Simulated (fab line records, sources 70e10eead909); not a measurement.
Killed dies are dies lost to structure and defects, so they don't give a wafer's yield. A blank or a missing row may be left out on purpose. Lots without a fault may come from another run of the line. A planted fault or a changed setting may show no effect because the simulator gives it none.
Which tool did it? | flow nand_harc | 13 lots, 39 wafers sampled, at 5 steps of a route of 1302

WHAT THE GAUGES READ, wafer by wafer
NHARC_END_SORT_01. Usual: killed_at_array 54, standard deviation 18; killed_at_other 0.9, standard deviation 1.2; killed_at_periphery 4.4, standard deviation 2.9; killed_dies 59, standard deviation 18; killed_open 3.2, standard deviation 1.8; killed_short 2.6, standard deviation 1.8.
lot  | measured     | on        | killed_at_array | killed_at_other | killed_at_periphery | killed_dies | killed_open | killed_short | flag
L493 | day 24 21:49 | prober-02 | 68 52 85        | 0 1 0           | 3 2 1               | 71 55 86    | 4 2 5       | 2 1 2        |
L503 | day 30 18:10 | prober-01 | 49 49 62        | 0 1 0           | 628 627 615         | 677 677 677 | 5 1 3       | 2 3 6        | OFF
L504 | day 31 00:28 | prober-01 | 37 39 47        | 1 0 0           | 639 638 630         | 677 677 677 | 7 0 2       | 2 2 2        | OFF
L505 | day 31 08:12 | prober-02 | 48 43 46        | 0 1 0           | 6 2 3               | 54 46 49    | 4 3 3       | 2 1 1        |
L509 | day 31 23:48 | prober-02 | 80 70 68        | 0 1 1           | 6 7 9               | 86 78 78    | 6 1 2       | 4 4 1        |

WHICH TOOL RAN EACH LOT (tool, then ch and the chambers of the sampled wafers, then the start)
lot  | NHARC_P_GATE_EXPOSE_08            | NHARC_THIN_TSV_DEP_47           | NHARC_THIN_TSV_STRIP_62              | NHARC_THIN_TSV_STRIP_56
L492 | krf_scanner-02 ch 0, day 4 06:56  | pecvd-02 ch 0,1, day 24 12:19   | plasma_asher-01 ch 0,1, day 24 13:03 | plasma_asher-01 ch 0, day 24 17:41
L493 | krf_scanner-02 ch 0, day 4 20:47  | pecvd-04 ch 1,2, day 24 06:07   | plasma_asher-01 ch 0,1, day 24 06:50 | plasma_asher-01 ch 0,1, day 24 10:49
L494 | krf_scanner-01 ch 0, day 5 01:28  | pecvd-04 ch 0,2, day 24 18:46   | plasma_asher-01 ch 0,1, day 24 19:41 | plasma_asher-01 ch 0, day 24 23:40
L495 | krf_scanner-02 ch 0, day 5 12:20  | pecvd-02 ch 0,1,2, day 25 12:56 | plasma_asher-01 ch 0,1, day 25 13:46 | plasma_asher-01 ch 0,1, day 25 17:38
L503 | krf_scanner-02 ch 0, day 8 19:49  | pecvd-02 ch 1,2, day 30 02:14   | plasma_asher-02 ch 0,1, day 30 03:40 | plasma_asher-02 ch 0,1, day 30 08:08
L504 | krf_scanner-02 ch 0, day 9 05:29  | pecvd-04 ch 0,1, day 30 06:36   | plasma_asher-02 ch 0,1, day 30 07:56 | plasma_asher-01 ch 0,1, day 30 12:00
L505 | krf_scanner-04 ch 0, day 10 07:01 | pecvd-04 ch 0,1,2, day 30 15:04 | plasma_asher-01 ch 0,1, day 30 15:49 | plasma_asher-01 ch 0,1, day 30 19:46
L506 | krf_scanner-01 ch 0, day 10 07:11 | pecvd-03 ch 0,1,2, day 30 15:12 | plasma_asher-02 ch 0,1, day 30 15:58 | plasma_asher-02 ch 0,1, day 30 20:03
L508 | krf_scanner-04 ch 0, day 10 22:51 | pecvd-03 ch 0,1,2, day 30 19:56 | plasma_asher-02 ch 0,1, day 30 20:43 | plasma_asher-01 ch 0,1, day 31 00:49
L509 | krf_scanner-04 ch 0, day 11 07:58 | pecvd-03 ch 1,2, day 31 01:16   | plasma_asher-02 ch 0,1, day 31 02:11 | plasma_asher-01 ch 0,1, day 31 06:20
L510 | krf_scanner-01 ch 0, day 11 23:27 | pecvd-04 ch 0,1,2, day 31 18:34 | plasma_asher-01 ch 0,1, day 31 19:20 | plasma_asher-02 ch 0,1, day 31 23:15
L514 | krf_scanner-01 ch 0, day 13 11:29 | pecvd-04 ch 0,2, day 33 10:49   | plasma_asher-02 ch 0,1, day 33 11:36 | plasma_asher-01 ch 0,1, day 33 15:37
L515 | krf_scanner-01 ch 0, day 13 19:10 | pecvd-02 ch 1,2, day 35 05:13   | plasma_asher-01 ch 0,1, day 35 05:59 | plasma_asher-02 ch 1, day 35 10:08
- NHARC_P_GATE_EXPOSE_08: exposes mask P HV.
- NHARC_THIN_TSV_DEP_47: deposits SiO2, target thk 200 nm.
- NHARC_THIN_TSV_STRIP_62: strips in N2/H2, time 20 s.
- NHARC_THIN_TSV_STRIP_56: strips in O2.

WHAT THE TOOLS THEMSELVES READ (means of the sampled wafers that have a number; where no wafer has one, the mark that the record gives instead)
NHARC_P_GATE_EXPOSE_08. Usual: stage_vel_mm_s 499.92 mm/s, standard deviation 0.28.
lot  | tool           | stage_vel_mm_s (mm/s) | flag
L492 | krf_scanner-02 | 500.07                |
L493 | krf_scanner-02 | 500.14                |
L494 | krf_scanner-01 | 499.87                |
L495 | krf_scanner-02 | 500.01                |
L503 | krf_scanner-02 | 500.21                |
L504 | krf_scanner-02 | 499.85                |
L505 | krf_scanner-04 | 499.62                |
L506 | krf_scanner-01 | 499.58                |
L508 | krf_scanner-04 | 500.39                |
L509 | krf_scanner-04 | 499.56                |
L510 | krf_scanner-01 | 499.88                |
L514 | krf_scanner-01 | 500.10                |
L515 | krf_scanner-01 | 500.01                |

NHARC_THIN_TSV_DEP_47. Usual: throttle_valve_pct 16.1 %, standard deviation 0.56.
lot  | tool     | throttle_valve_pct (%) | flag
L492 | pecvd-02 | 16.1                   |
L493 | pecvd-04 | 16.1                   |
L494 | pecvd-04 | 16.3                   |
L495 | pecvd-02 | 15.9                   |
L503 | pecvd-02 | 15.7                   |
L504 | pecvd-04 | 16.3                   |
L505 | pecvd-04 | 16.5                   |
L506 | pecvd-03 | 16.2                   |
L508 | pecvd-03 | 16.2                   |
L509 | pecvd-03 | 15.6                   |
L510 | pecvd-04 | 16.6                   |
L514 | pecvd-04 | 16.7                   |
L515 | pecvd-02 | 15.8                   |

NHARC_THIN_TSV_STRIP_62. Usual: drypump_motor_current_A 5.87 A, standard deviation 0.28; heater_power_w 333 W, standard deviation 27.
lot  | tool            | drypump_motor_current_A (A) | heater_power_w (W) | flag
L492 | plasma_asher-01 | 6.08                        | 353                |
L493 | plasma_asher-01 | 6.11                        | 350                |
L494 | plasma_asher-01 | 6.08                        | 361                |
L495 | plasma_asher-01 | 6.10                        | 352                |
L503 | plasma_asher-02 | 5.62                        | 339                |
L504 | plasma_asher-02 | 5.55                        | 338                |
L505 | plasma_asher-01 | 5.93                        | 314                |
L506 | plasma_asher-02 | 5.60                        | 346                |
L508 | plasma_asher-02 | 5.54                        | 336                |
L509 | plasma_asher-02 | 5.60                        | 341                |
L510 | plasma_asher-01 | 6.10                        | 323                |
L514 | plasma_asher-02 | 5.59                        | 337                |
L515 | plasma_asher-01 | 6.09                        | 329                |

NHARC_THIN_TSV_STRIP_56. Usual: drypump_motor_current_A 5.89 A, standard deviation 0.28; heater_power_w 334 W, standard deviation 28.
lot  | tool            | drypump_motor_current_A (A) | heater_power_w (W) | flag
L492 | plasma_asher-01 | 5.80                        | 312                |
L493 | plasma_asher-01 | 6.11                        | 353                |
L494 | plasma_asher-01 | 5.79                        | 310                |
L495 | plasma_asher-01 | 6.10                        | 355                |
L503 | plasma_asher-02 | 5.61                        | 342                |
L504 | plasma_asher-01 | 5.94                        | 313                |
L505 | plasma_asher-01 | 5.96                        | 306                |
L506 | plasma_asher-02 | 5.61                        | 342                |
L508 | plasma_asher-01 | 5.94                        | 320                |
L509 | plasma_asher-01 | 6.09                        | 327                |
L510 | plasma_asher-02 | 5.59                        | 344                |
L514 | plasma_asher-01 | 5.96                        | 311                |
L515 | plasma_asher-02 | 5.50                        | 339                |

THE ANSWER, worked out from the rows above alone
Rule: a lot is off if the mean of its wafers that have a number lies more than 3 standard deviations from the usual mean. A lot without any number at a reading at which 4 lots or more have one is off too. The other lots that the step has rows for count as sound. The gauges are gone through in route order, then the tools' own readings, and for those a lot's mean is taken as printed above. The first step at which some lot is off is used, and at that step the reading that is off furthest; a lot without a number counts as furthest.
Off: L503, L504, at NHARC_END_SORT_01 (killed_at_periphery). Neither off nor sound, because the step has no rows for them: L492, L494, L495, L506, L508, L510, L514, L515.
A tool fits if, at a process step before that reading, it ran every lot that is off, and no sound lot after the first of them. The gauges at NHARC_END_SORT_01 are tried like those tools. Can't be told from this: 2 tools fit, krf_scanner-02 at NHARC_P_GATE_EXPOSE_08, prober-01 at NHARC_END_SORT_01.

WHAT THE SIMULATOR HAD PUT IN
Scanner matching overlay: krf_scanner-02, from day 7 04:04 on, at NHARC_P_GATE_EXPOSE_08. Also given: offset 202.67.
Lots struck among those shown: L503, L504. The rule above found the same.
